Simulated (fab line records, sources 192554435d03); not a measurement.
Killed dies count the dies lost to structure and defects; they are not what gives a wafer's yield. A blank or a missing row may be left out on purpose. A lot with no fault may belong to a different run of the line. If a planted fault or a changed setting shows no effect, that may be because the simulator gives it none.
fab line records	flow n5Finfet
record: lots: 6	wafers: 18	lastDay: 17
route steps=1938 shown BEOL_M15@1784 PASSIVATION@1936
lots with no fault: from the same line, run without faults
startH: start of the lot's first displayed wafer, in hours after the record's first day	waitH: hours elapsed since this lot's preceding step	" as in the row above	L1.1+2: a single row standing in for several wafers	- no value, or no start given	* or withheld: withheld	< > ~ a bound
route shown NAME@n: NAME is a module with steps in the file, n the number in the route of the first one	usual: mean/standard deviation taken from wafers without a fault	same: alike in all rows	chamber/n: place in a boat	sites: the reading at each site	_std_site: the values' standard deviation	_edge_site: outer sites' mean less inner sites'	radiusMm: for every site, how far away it sits from the centre of the wafer	mask NAME#n: copy n	behind: tool/chamber where the wafer was last shaped	hold: cause of the lot's hold/its duration in hours/its outcome	device: whichever transistor did not switch (one of n, p or np)	end of line: the tests these same wafers got at the end of their route	a step with no rows: only its recipe	killed: the dies lost at the first sort to structure and to defects; this is not the yield of the wafer	map: per-die view of a wafer (x killed, . not killed, _ where there is no die)
set.NAME: the setting the step ran with; set.NAME@STEP: the setting that earlier step ran with	model.NAME: the simulator's own value behind a step, which no gauge read
certain route steps with their lots: each step a table, each wafer a row
services: from which hour (startH, from the record's first day; less than 0 if before it) a tool's chamber was out of use, for how many hours, and why
== steps ==
step: N5_BEOL_M15_OVL_MEAS_11
recipe: pointsPerWafer: 44
usual: V14_OVL: 1/5.8
lot.wafer	tool	chamber	startH	waitH	V14_OVL[nm]
L494.3	overlay-01	0	275.72	0.0	0
L494.4	"	0	"	"	-4
L494.5	"	0	"	"	5
L499.1	overlay-02	0	292.38	0.0	-2
L499.4	"	0	"	"	-9
L499.6	"	0	"	"	-6
L508.2	overlay-01	0	363.42	0.0	2
L508.3	"	0	"	"	15
L508.5	"	0	"	"	11
L512.1	overlay-01	0	369.81	0.0	1
L512.3	"	0	"	"	14
L512.4	"	0	"	"	3
L511.2	overlay-02	0	374.74	0.0	2
L511.3	"	0	"	"	-2
L511.6	"	0	"	"	2
L515.3	overlay-01	0	402.25	0.0	7
L515.4	"	0	"	"	9
L515.6	"	0	"	"	11
step: N5_BEOL_M15_INSPECT_12
recipe: mode: adi	inspectInstrument: macro
usual: rawDefectCount: 1.9/1.3
lot.wafer	tool	chamber	startH	waitH	rawDefectCount
L494.3	defectInspect-02	-	275.74	0.0	0
L494.4	"	-	"	"	1
L494.5	"	-	"	"	1
L499.1	defectInspect-02	-	292.40	0.0	3
L499.4	"	-	"	"	2
L499.6	"	-	"	"	1
L508.2	defectInspect-02	-	363.45	0.0	1
L508.3	"	-	"	"	3
L508.5	"	-	"	"	1
L512.1	defectInspect-01	-	369.83	0.0	3
L512.3	"	-	"	"	2
L512.4	"	-	"	"	1
L511.2	defectInspect-01	-	374.88	0.1	3
L511.3	"	-	"	"	2
L511.6	"	-	"	"	0
L515.3	defectInspect-01	-	402.28	0.0	3
L515.4	"	-	"	"	2
L515.6	"	-	"	"	4
step: N5_BEOL_M15_DESCUM_15
recipe: chemistry: O2	timeS: 7.9	sourcePowerW: 50	biasPowerW: 20	pressureMtorr: 20	rfFrequencyHz: 2.712e+07	tempC: 40	o2FlowSccm: 225
usual: drypumpMotorCurrentA: 5.6/0.43	oesProductAu: 0.82/0.1	rfVppV: 243.4/1.3	showerheadPlenumPTorr: 2.11/0.076	throttleValvePct: 20.43/0.28
lot.wafer	tool	chamber	startH	waitH	drypumpMotorCurrentA	oesProductAu	rfHoursCounterH	rfVppV	showerheadPlenumPTorr	throttleValvePct
L494.3	rieDiel-02	0	275.78	0.0	6.1	0.72	219	242.2	2.07	20.67
L494.4	"	3	"	"	5.4	0.84	64	245.0	2.22	20.32
L494.5	"	3	"	"	5.3	0.85	-	244.4	2.22	20.30
L499.1	rieDiel-02	2	292.44	0.0	5.7	0.92	15	242.3	2.08	20.66
L499.4	"	0	"	"	6.0	0.71	223	242.8	2.07	20.65
L499.6	"	0	"	"	6.0	0.71	-	242.3	2.07	20.69
L508.2	rieDiel-02	0	363.83	0.4	6.0	0.70	243	242.2	2.06	20.69
L508.3	"	3	"	"	5.4	0.81	88	244.6	2.21	20.36
L508.5	"	0	"	"	6.0	0.70	-	241.5	2.06	20.71
L512.1	rieDiel-05	1	369.87	0.0	5.5	0.95	11	242.9	2.04	20.17
L512.3	"	3	"	"	5.3	0.88	35	241.0	2.06	20.66
L512.4	"	1	"	"	5.5	0.95	-	241.9	2.04	20.17
L511.2	rieDiel-05	1	374.92	0.0	5.5	0.95	13	242.7	2.03	20.16
L511.3	"	2	"	"	5.8	0.82	80	242.9	2.01	20.08
L511.6	"	1	"	"	5.5	0.94	-	242.2	2.04	20.17
L515.3	rieDiel-02	3	402.31	0.0	5.4	0.80	100	244.0	2.21	20.38
L515.4	"	3	"	"	5.4	0.79	-	244.5	2.21	20.38
L515.6	"	2	"	"	5.7	0.86	-	242.3	2.07	20.69
step: N5_BEOL_M15_ETCH_59
recipe: chemistry: N2/H2	target: BARC	targetDepthA: 890	overetchA: 267	timeS: 67.9	ionEnergyEv: 200	pressureMtorr: 30	sourceW: 840	biasW: 150	n2FlowSccm: 200	h2FlowSccm: 200
usual: drypumpMotorCurrentA: 5.6/0.43	n2FlowSccm: 200.0/0.63	oesProductAu: 0.71/0.079	rfVppV: 524.5/2.5	showerheadPlenumPTorr: 2.57/0.08	throttleValvePct: 17.91/0.29
lot.wafer	tool	chamber	startH	waitH	drypumpMotorCurrentA	n2FlowSccm	oesProductAu	rfHoursCounterH	rfVppV	showerheadPlenumPTorr	throttleValvePct
L494.3	rieDiel-02	0	275.81	0.0	6.1	199.4	0.62	219	522.0	2.51	18.11
L494.4	"	3	"	"	5.4	200.1	0.71	64	528.0	2.71	17.86
L494.5	"	3	"	"	5.4	199.9	0.73	-	529.2	2.71	17.86
L499.1	rieDiel-02	2	292.47	0.0	5.7	200.6	0.79	15	522.1	2.49	17.86
L499.4	"	0	"	"	6.0	200.3	0.62	223	522.3	2.51	18.12
L499.6	"	0	"	"	6.1	200.4	0.61	-	521.5	2.51	18.12
L508.2	rieDiel-02	0	363.87	0.0	6.0	200.5	0.60	243	522.8	2.50	18.14
L508.3	"	3	"	"	5.4	200.3	0.69	88	526.0	2.70	17.89
L508.5	"	0	"	"	6.0	200.1	0.61	-	523.3	2.50	18.16
L512.1	rieDiel-05	1	369.90	0.0	5.5	200.3	0.80	11	523.8	2.52	17.84
L512.3	"	3	"	"	5.3	199.5	0.75	35	522.7	2.51	18.12
L512.4	"	1	"	"	5.5	199.5	0.80	-	521.3	2.52	17.83
L511.2	rieDiel-05	1	374.95	0.0	5.6	199.2	0.79	13	523.1	2.52	17.81
L511.3	"	2	"	"	5.8	201.1	0.72	80	522.0	2.47	17.65
L511.6	"	1	"	"	5.5	198.8	0.79	-	521.4	2.52	17.81
L515.3	rieDiel-02	3	402.35	0.0	5.4	200.2	0.69	100	526.3	2.69	17.92
L515.4	"	3	"	"	5.4	199.7	0.69	-	526.4	2.69	17.92
L515.6	"	2	"	"	5.7	200.3	0.74	-	522.1	2.48	17.92
step: N5_BEOL_M15_VIA_ETCH_16
recipe: chemistry: C4F8/O2/Ar	target: SiO2	heInnerTorr: 15	heOuterTorr: 30	targetDepthA: 17922	timeS: withheld	ionEnergyEv: 800	pressureMtorr: 20	sourceW: 1905	biasW: 2040	Ar_flow_sccm: 400	C4F8_flow_sccm: 16	O2_flow_sccm: 12	ends: cleared
step: N5_BEOL_M15_STRIP_63
recipe: chemistry: O2	powerW: 600	tempC: 60	pressureMtorr: 30	rfFrequencyHz: 6e+07	biasPowerW: 0	overashFraction: 0.3	o2FlowSccm: 225
usual: drypumpMotorCurrentA: 5.6/0.43	oesProductAu: 0.82/0.1	rfVppV: 3.6/0.71	showerheadPlenumPTorr: 2.12/0.076	throttleValvePct: 16.65/0.27
lot.wafer	tool	chamber	startH	waitH	drypumpMotorCurrentA	oesProductAu	rfHoursCounterH	rfVppV	showerheadPlenumPTorr	throttleValvePct
L494.3	rieDiel-02	0	-	-	6.0	0.72	219	3.6	2.07	16.90
L494.4	"	3	"	"	5.4	0.84	64	4.1	2.23	16.53
L494.5	"	3	"	"	5.4	0.85	-	5.0	2.23	16.54
L499.1	rieDiel-02	2	-	-	5.6	0.93	15	4.0	2.09	16.79
L499.4	"	0	"	"	6.0	0.72	224	3.2	2.07	16.86
L499.6	"	0	"	"	6.0	0.71	-	3.5	2.07	16.87
L508.2	rieDiel-02	0	-	-	6.0	0.69	243	3.7	2.07	16.94
L508.3	"	3	"	"	5.4	0.82	88	3.4	2.22	16.59
L508.5	"	0	"	"	6.0	0.69	-	3.8	2.07	16.91
L512.1	rieDiel-05	1	-	-	5.5	0.95	12	2.7	2.04	16.34
L512.3	"	3	"	"	5.3	0.89	35	3.6	2.07	16.79
L512.4	"	1	"	"	5.5	0.94	-	2.4	2.04	16.37
L511.2	rieDiel-05	1	-	-	5.5	0.93	13	4.6	2.04	16.35
L511.3	"	2	"	"	5.8	0.81	80	3.3	2.01	16.36
L511.6	"	1	"	"	5.6	0.94	-	3.0	2.04	16.37
L515.3	rieDiel-02	3	-	-	5.4	0.80	100	3.8	2.21	16.56
L515.4	"	3	"	"	5.4	0.80	-	3.6	2.21	16.60
L515.6	"	2	"	"	5.7	0.87	-	4.8	2.08	16.84
step: N5_BEOL_M15_STRIP_64
recipe: chemistry: O2	powerW: 600	tempC: 60	pressureMtorr: 30	rfFrequencyHz: 6e+07	biasPowerW: 0	overashFraction: 0.3	o2FlowSccm: 225
step: N5_BEOL_M15_STRIP_65
recipe: chemistry: postEtchResidueRemover	timeS: 60	tempC: 25	removerPh: withheld	removerWaterWtPct: withheld	removerFluorideWtPct: withheld
step: N5_BEOL_M15_SRD_66
recipe: timeS: 30	tempC: 23	rinseLiquid: diw	dry: n2Spin	spinRpm: 1500	dryTimeS: 30
step: N5_BEOL_M15_CD_MEAS_17
recipe: targetCdNm: 360	polarity: opening
usual: cdNm: 360.9/3
lot.wafer	tool	chamber	startH	waitH	cdNm
L494.3	cdSem-01	-	276.28	0.0	352.3
L494.4	"	-	"	"	365.2
L494.5	"	-	"	"	360.4
L499.1	cdSem-01	-	292.93	0.0	364.7
L499.4	"	-	"	"	359.0
L499.6	"	-	"	"	359.0
L508.2	cdSem-03	-	364.33	0.0	360.7
L508.3	"	-	"	"	362.4
L508.5	"	-	"	"	361.4
L512.1	cdSem-02	-	370.36	0.0	360.1
L512.3	"	-	"	"	360.2
L512.4	"	-	"	"	364.9
L511.2	cdSem-02	-	375.42	0.0	361.7
L511.3	"	-	"	"	358.4
L511.6	"	-	"	"	362.3
L515.3	cdSem-03	-	402.81	0.0	361.4
L515.4	"	-	"	"	358.3
L515.6	"	-	"	"	360.6
step: N5_BEOL_M15_COAT_56
recipe: resist: SOC	tempC: 250	timeS: 60	spinRpm: 1500	resistThkNm: 550
step: N5_BEOL_M15_ETCH_57
recipe: chemistry: N2/H2	target: SOC	sourceW: 3000	biasW: 350	timeS: 750	ionEnergyEv: 200	pressureMtorr: 30	n2FlowSccm: 200	h2FlowSccm: 200
step: N5_BEOL_M15_COAT_60
recipe: resist: BARC	tempC: 205	timeS: 60	spinRpm: 1500	resistThkNm: 89
usual: resistLineTempC: 22.97/0.11	spinSpeedRpm: 1500.0/0.98
lot.wafer	tool	chamber	startH	waitH	resistLineTempC	spinSpeedRpm	model.BARC_of_BEOL_M15_COAT_60.thkNm
L494.3	lithoTrack-03	0	276.88	0.3	22.84	1500.6	89
L494.4	"	0	"	"	22.91	1500.8	89
L494.5	"	0	"	"	22.87	1500.1	88.8
L499.1	lithoTrack-01	0	293.54	0.3	23.11	1500.7	89
L499.4	"	0	"	"	23.03	1503.1	88.8
L499.6	"	0	"	"	23.04	1501.3	88.8
L508.2	lithoTrack-03	0	365.20	0.3	22.91	1659.5	85.4
L508.3	"	0	"	"	23.06	1658.8	85.6
L508.5	"	0	"	"	23.09	1659.8	85
L512.1	lithoTrack-02	0	370.97	0.3	22.97	1499.2	89.4
L512.3	"	0	"	"	22.95	1501.2	89.4
L512.4	"	0	"	"	23.06	1498.2	89.6
L511.2	lithoTrack-03	0	376.33	0.3	22.84	1658.5	85
L511.3	"	0	"	"	23.00	1658.2	85
L511.6	"	0	"	"	22.85	1658.6	84.8
L515.3	lithoTrack-02	0	403.41	0.3	22.90	1500.0	89
L515.4	"	0	"	"	22.97	1499.0	89
L515.6	"	0	"	"	23.16	1500.2	88.8
step: N5_BEOL_M15_COAT_22
recipe: spinRpm: 1704	resistThkNm: 800
step: N5_BEOL_M15_EBR_24
recipe: solvent: PGMEA	ebrWidthMm: 1.5
step: N5_BEOL_M15_SOFTBAKE_23
recipe: tempC: 130	timeS: 60
step: N5_BEOL_M15_EXPOSE_25
recipe: maskId: M15	na: 0.8	sourceShape: annular	sigmaInner: 0.5	sigmaOuter: 0.8	polarization: unpolarized	targetCdNm: 400	doseMj: 35.5
step: N5_BEOL_M15_PEB_26
recipe: pebTempC: 130	pebTimeS: 90
step: N5_BEOL_M15_DEVELOP_27
recipe: developTimeS: 45	rinseLiquid: diw	dry: airSpin	devTempC: 21
step: N5_BEOL_M15_HARDBAKE_32
recipe: tempC: 130	timeS: 120
step: N5_BEOL_M15_CD_MEAS_28
recipe: targetCdNm: 407.6	landingEnergyEv: 500	detector: seInlens
usual: cdNm: 407.4/2.9
lot.wafer	tool	chamber	startH	waitH	cdNm
L494.3	cdSem-02	0	277.27	-	400.1
L494.4	"	0	"	"	404.0
L494.5	"	0	"	"	404.2
L499.1	cdSem-02	0	293.81	-	407.3
L499.4	"	0	"	"	406.7
L499.6	"	0	"	"	407.2
L508.2	cdSem-02	0	365.60	-	404.1
L508.3	"	0	"	"	405.4
L508.5	"	0	"	"	402.6
L512.1	cdSem-01	0	371.36	-	410.9
L512.3	"	0	"	"	409.3
L512.4	"	0	"	"	408.5
L511.2	cdSem-01	0	376.61	-	404.8
L511.3	"	0	"	"	406.4
L511.6	"	0	"	"	404.6
L515.3	cdSem-01	0	403.68	-	406.3
L515.4	"	0	"	"	413.7
L515.6	"	0	"	"	407.6
step: N5_BEOL_M15_OVL_MEAS_29
recipe: pointsPerWafer: 44
usual: M15_OVL: 4/4.6
lot.wafer	tool	chamber	startH	waitH	M15_OVL[nm]
L494.3	overlay-02	0	277.30	0.0	10
L494.4	"	0	"	"	8
L494.5	"	0	"	"	8
L499.1	overlay-01	0	293.84	0.0	10
L499.4	"	0	"	"	7
L499.6	"	0	"	"	8
L508.2	overlay-02	0	365.63	0.0	8
L508.3	"	0	"	"	3
L508.5	"	0	"	"	6
L512.1	overlay-02	0	371.39	0.0	7
L512.3	"	0	"	"	7
L512.4	"	0	"	"	8
L511.2	overlay-01	0	376.64	0.0	11
L511.3	"	0	"	"	4
L511.6	"	0	"	"	4
L515.3	overlay-02	0	403.71	0.0	4
L515.4	"	0	"	"	2
L515.6	"	0	"	"	2
step: N5_BEOL_M15_INSPECT_30
recipe: mode: adi	inspectInstrument: macro
usual: rawDefectCount: 2.1/1.6
lot.wafer	tool	chamber	startH	waitH	rawDefectCount
L494.3	defectInspect-02	-	277.33	0.0	2
L494.4	"	-	"	"	2
L494.5	"	-	"	"	3
L499.1	defectInspect-02	-	293.86	0.0	2
L499.4	"	-	"	"	3
L499.6	"	-	"	"	3
L508.2	defectInspect-02	-	365.65	0.0	1
L508.3	"	-	"	"	2
L508.5	"	-	"	"	0
L512.1	defectInspect-01	-	371.42	0.0	2
L512.3	"	-	"	"	5
L512.4	"	-	"	"	1
L511.2	defectInspect-01	-	376.66	0.0	4
L511.3	"	-	"	"	1
L511.6	"	-	"	"	5
L515.3	defectInspect-01	-	403.74	0.0	0
L515.4	"	-	"	"	2
L515.6	"	-	"	"	3
step: N5_BEOL_M15_DESCUM_33
recipe: chemistry: O2	timeS: 7.9	sourcePowerW: 50	biasPowerW: 20	pressureMtorr: 20	rfFrequencyHz: 2.712e+07	tempC: 40	o2FlowSccm: 225
usual: drypumpMotorCurrentA: 5.6/0.47	oesProductAu: 0.82/0.092	rfVppV: 243.7/1.3	showerheadPlenumPTorr: 2.12/0.074	throttleValvePct: 20.4/0.31
lot.wafer	tool	chamber	startH	waitH	drypumpMotorCurrentA	oesProductAu	rfHoursCounterH	rfVppV	showerheadPlenumPTorr	throttleValvePct
L494.3	rieDiel-02	3	277.36	0.0	5.4	0.85	64	246.4	2.22	20.3
L494.4	"	2	"	"	5.6	0.94	10	242.1	2.08	20.6
L494.5	"	3	"	"	5.4	0.85	-	247.0	2.22	20.3
L499.1	rieDiel-02	2	293.89	0.0	5.6	0.93	15	243.3	2.08	20.6
L499.4	"	1	"	"	5.8	0.69	216	243.1	2.15	20.7
L499.6	"	2	"	"	5.7	0.93	-	243.0	2.08	20.6
L508.2	rieDiel-05	3	365.74	0.1	5.3	0.87	34	240.9	2.06	20.6
L508.3	"	2	"	"	5.7	0.81	77	242.1	2.01	20.1
L508.5	"	2	"	"	5.7	0.81	-	243.3	2.01	20.1
L512.1	rieDiel-04	2	371.45	0.0	4.9	0.75	146	242.9	2.12	20.6
L512.3	"	0	"	"	5.3	0.83	65	244.2	2.24	20.3
L512.4	"	3	"	"	5.0	0.80	88	244.2	2.08	19.8
L511.2	rieDiel-04	0	376.69	0.0	5.3	0.85	67	244.5	2.24	20.3
L511.3	"	3	"	"	5.0	0.80	90	243.8	2.08	19.8
L511.6	"	3	"	"	5.0	0.80	-	245.0	2.08	19.8
L515.3	rieDiel-05	1	404.02	0.3	5.5	0.92	22	242.9	2.03	20.2
L515.4	"	2	"	"	5.7	0.82	89	242.6	2.01	20.1
L515.6	"	3	"	"	5.3	0.86	-	241.6	2.06	20.6
step: N5_BEOL_M15_ETCH_61
recipe: chemistry: N2/H2	target: BARC	targetDepthA: 890	overetchA: 267	timeS: 67.9	ionEnergyEv: 200	pressureMtorr: 30	sourceW: 840	biasW: 150	n2FlowSccm: 200	h2FlowSccm: 200
usual: drypumpMotorCurrentA: 5.6/0.47	n2FlowSccm: 200.0/0.64	oesProductAu: 0.71/0.073	rfVppV: 524.7/2.2	showerheadPlenumPTorr: 2.58/0.078	throttleValvePct: 17.9/0.3
lot.wafer	tool	chamber	startH	waitH	drypumpMotorCurrentA	n2FlowSccm	oesProductAu	rfHoursCounterH	rfVppV	showerheadPlenumPTorr	throttleValvePct	model.etch.depthNm
L494.3	rieDiel-02	3	277.40	0.0	5.4	199.9	0.72	64	527.7	2.71	17.9	89.1
L494.4	"	2	"	"	5.7	199.0	0.80	10	524.6	2.50	17.9	89.01
L494.5	"	3	"	"	5.4	200.3	0.72	-	527.3	2.71	17.9	88.72
L499.1	rieDiel-02	2	293.93	0.0	5.7	199.2	0.78	15	521.1	2.49	17.9	89.03
L499.4	"	1	"	"	5.9	200.4	0.61	216	525.4	2.64	18.4	88.83
L499.6	"	2	"	"	5.6	200.3	0.79	-	523.1	2.49	17.9	88.74
L508.2	rieDiel-05	3	365.78	0.0	5.3	200.4	0.73	34	523.0	2.51	18.1	85.35
L508.3	"	2	"	"	5.7	202.1	0.70	77	522.6	2.47	17.6	85.65
L508.5	"	2	"	"	5.8	200.7	0.70	-	522.5	2.47	17.7	85.01
L512.1	rieDiel-04	2	371.49	0.0	4.9	201.3	0.65	146	524.5	2.55	17.9	89.43
L512.3	"	0	"	"	5.3	200.7	0.73	65	528.1	2.66	17.3	89.46
L512.4	"	3	"	"	5.0	199.1	0.69	88	525.6	2.56	17.5	89.57
L511.2	rieDiel-04	0	376.73	0.0	5.3	200.2	0.70	67	528.1	2.66	17.3	85.05
L511.3	"	3	"	"	5.0	199.7	0.68	90	524.3	2.56	17.5	84.98
L511.6	"	3	"	"	5.0	200.5	0.68	-	524.1	2.56	17.5	84.84
L515.3	rieDiel-05	1	404.06	0.0	5.5	199.9	0.78	22	522.0	2.51	17.8	89.08
L515.4	"	2	"	"	5.8	198.9	0.70	89	522.3	2.47	17.6	88.91
L515.6	"	3	"	"	5.3	200.1	0.73	-	523.3	2.50	18.1	88.81
step: N5_BEOL_M15_TRENCH_ETCH_34
recipe: chemistry: C4F8/O2/Ar	target: SiO2	targetDepthA: 8729.3	heInnerTorr: 15	heOuterTorr: 30	timeS: 199	ionEnergyEv: 800	pressureMtorr: 20	sourceW: 1905	biasW: 2040	Ar_flow_sccm: 400	C4F8_flow_sccm: 16	O2_flow_sccm: 12
usual: drypumpMotorCurrentA: 5.6/0.47	oesProductAu: 0.82/0.091	rfVppV: 2230/59	showerheadPlenumPTorr: 3.48/0.11	throttleValvePct: 30.9/0.33
lot.wafer	tool	chamber	startH	waitH	drypumpMotorCurrentA	oesProductAu	rfHoursCounterH	rfVppV	showerheadPlenumPTorr	throttleValvePct
L494.3	rieDiel-02	3	277.45	0.0	5.4	0.85	64	2241	3.60	30.6
L494.4	"	2	"	"	5.6	0.95	10	2184	3.40	31.1
L494.5	"	3	"	"	5.4	0.84	-	2241	3.60	30.6
L499.1	rieDiel-02	2	293.98	0.0	5.7	0.92	15	2183	3.39	31.1
L499.4	"	1	"	"	5.9	0.70	216	2200	3.54	31.2
L499.6	"	2	"	"	5.7	0.94	-	2184	3.39	31.1
L508.2	rieDiel-05	3	365.83	0.0	5.3	0.89	34	2196	3.32	30.8
L508.3	"	2	"	"	5.8	0.83	77	2173	3.32	30.5
L508.5	"	2	"	"	5.8	0.82	-	2173	3.32	30.5
L512.1	rieDiel-04	2	371.54	0.0	4.9	0.75	146	2128	3.45	30.8
L512.3	"	0	"	"	5.3	0.84	65	2327	3.60	30.5
L512.4	"	3	"	"	5.0	0.80	88	2261	3.51	30.8
L511.2	rieDiel-04	0	376.78	0.0	5.3	0.85	67	2329	3.60	30.5
L511.3	"	3	"	"	5.0	0.81	90	2261	3.51	30.8
L511.6	"	3	"	"	5.0	0.81	-	2260	3.51	30.8
L515.3	rieDiel-05	1	404.11	0.0	5.5	0.91	22	2203	3.34	30.6
L515.4	"	2	"	"	5.8	0.81	89	2174	3.31	30.6
L515.6	"	3	"	"	5.3	0.85	-	2196	3.32	30.8
step: N5_PASSIVATION_PROBE_49
usual: defectLimitedYield: 91.5/1.7	killed_at_M0_to_M3: 33/11	killed_at_M4_up: 13/5.2	killedAtContacts: 11/5.7	killedAtFrontEnd: 39/11	killedAtOther: 4/3	killedDies: 101/20	killedOpen: 66/15	killedShort: 33/8.4	sort_bin_5_function: 5.0/1.1	sort_bin_6_memory: 3.2/0.69	sort_bin_8_speed: 0.1/0.52	sortNPass: 1078/20	sortYieldPct: 91.4/1.7
same: grossDies: 1180	killedAtBackSide: 0	sort_bin_4_leakage[%]: 0
lot.wafer	tool	chamber	startH	waitH	defectLimitedYield[%]	killed_at_M0_to_M3	killed_at_M4_up	killedAtContacts	killedAtFrontEnd	killedAtOther	killedDies	killedOpen	killedShort	sort_bin_5_function[%]	sort_bin_6_memory[%]	sort_bin_8_speed[%]	sortNPass	sortYieldPct[%]
L508.2	prober-02	-	385.98	0.1	92.4	13	16	14	41	6	90	53	37	4.5	2.7	0	1090	92.4
L508.3	prober-02	-	386.03	0.1	91.9	26	15	8	39	7	95	55	39	5.3	2.6	0	1085	91.9
L508.5	prober-02	-	386.13	0.2	91.4	27	12	16	39	8	102	77	25	5.1	3.2	0	1078	91.4
killed by level:class
L508.2 FIN_SAQP:geometricParticle:short=12 STI_FIN_REVEAL:geometricParticle:open=12 MOL_CONTACT_COAG:geometricParticle:open=10 FIN_SAQP:geometricParticle:open=5 BEOL_M5:geometricParticle:open=5 BEOL_M4:geometricParticle:short=4 GATE_CUT:geometricParticle:short=4 MOL_CONTACT_COAG:geometricParticle:short=4
L508.3 FIN_SAQP:geometricParticle:short=15 FIN_SAQP:geometricParticle:open=9 BEOL_M0_SAQP:geometricParticle:short=9 BEOL_M0_SAQP:geometricParticle:open=6 MOL_CONTACT_COAG:geometricParticle:open=5 BEOL_M5:geometricParticle:open=5 BEOL_M3:geometricParticle:open=4 BEOL_M4:geometricParticle:open=4
L508.5 MOL_CONTACT_COAG:geometricParticle:open=16 FIN_SAQP:geometricParticle:open=9 STI_FIN_REVEAL:geometricParticle:open=7 BEOL_M3:geometricParticle:open=6 BEOL_M4:geometricParticle:open=6 FIN_SAQP:geometricParticle:short=5 BEOL_M0_SAQP:geometricParticle:open=5 BEOL_M0_SAQP:geometricParticle:short=5
== services ==
tool	chamber	startH	hours	kind
rieDiel-04	1	253.38	-	clean
rieDiel-04	1	253.38	-	consumableReplace:focusRing
rieDiel-04	1	253.38	-	consumableReplace:showerhead
rieDiel-04	1	253.38	17.5	scheduledDown
rieDiel-04	1	253.38	17.5	ventCycle
rieDiel-02	2	266.68	5.1	repair
rieDiel-05	1	305.69	-	clean
rieDiel-05	1	305.69	-	consumableReplace:focusRing
rieDiel-05	1	305.69	27.6	scheduledDown
rieDiel-05	1	305.69	27.6	ventCycle
rieDiel-05	-	319.34	2.8	pm
rieDiel-04	0	324.21	1.2	repair
rieDiel-02	-	330.92	3.4	repair
lithoTrack-02	-	333.21	-	consumableReplace:filter
rieDiel-05	0	365.17	-	clean
rieDiel-05	0	365.17	-	consumableReplace:focusRing
rieDiel-05	0	365.17	17.0	scheduledDown
rieDiel-05	0	365.17	17.0	ventCycle
rieDiel-02	0	391.11	-	clean
rieDiel-02	0	391.11	-	consumableReplace:focusRing
rieDiel-02	0	391.11	14.1	scheduledDown
rieDiel-02	0	391.11	14.1	ventCycle
lithoTrack-02	-	392.52	-	consumableReplace:filter
== key ==
firstSign: step: N5_BEOL_M15_COAT_60	reading: spinSpeedRpm	direction: up	sigmas: 99+	usual: *	struck: *
effect none on later readings
modelEffect: step: N5_BEOL_M15_COAT_60	value: BARC_of_BEOL_M15_COAT_60.thkNm	without: 89.53	struck: 85.13
modelEffect: step: N5_BEOL_M15_ETCH_61	value: etch.depthNm	without: 89.51	struck: 85.15
metAt N5_BEOL_M15_COAT_60
struckWafers L508.2,L508.3,L508.5,L511.2,L511.3,L511.6
onsetBetween 276.88 365.20
fault: kind: processParameterDrift	tool: lithoTrack-03	chamber: -	onsetH: 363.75	steps: N5_BEOL_M15_COAT_60	channel: spinRpm	offset: *	shape: step	endH: 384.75	actsIn: *	stated: *
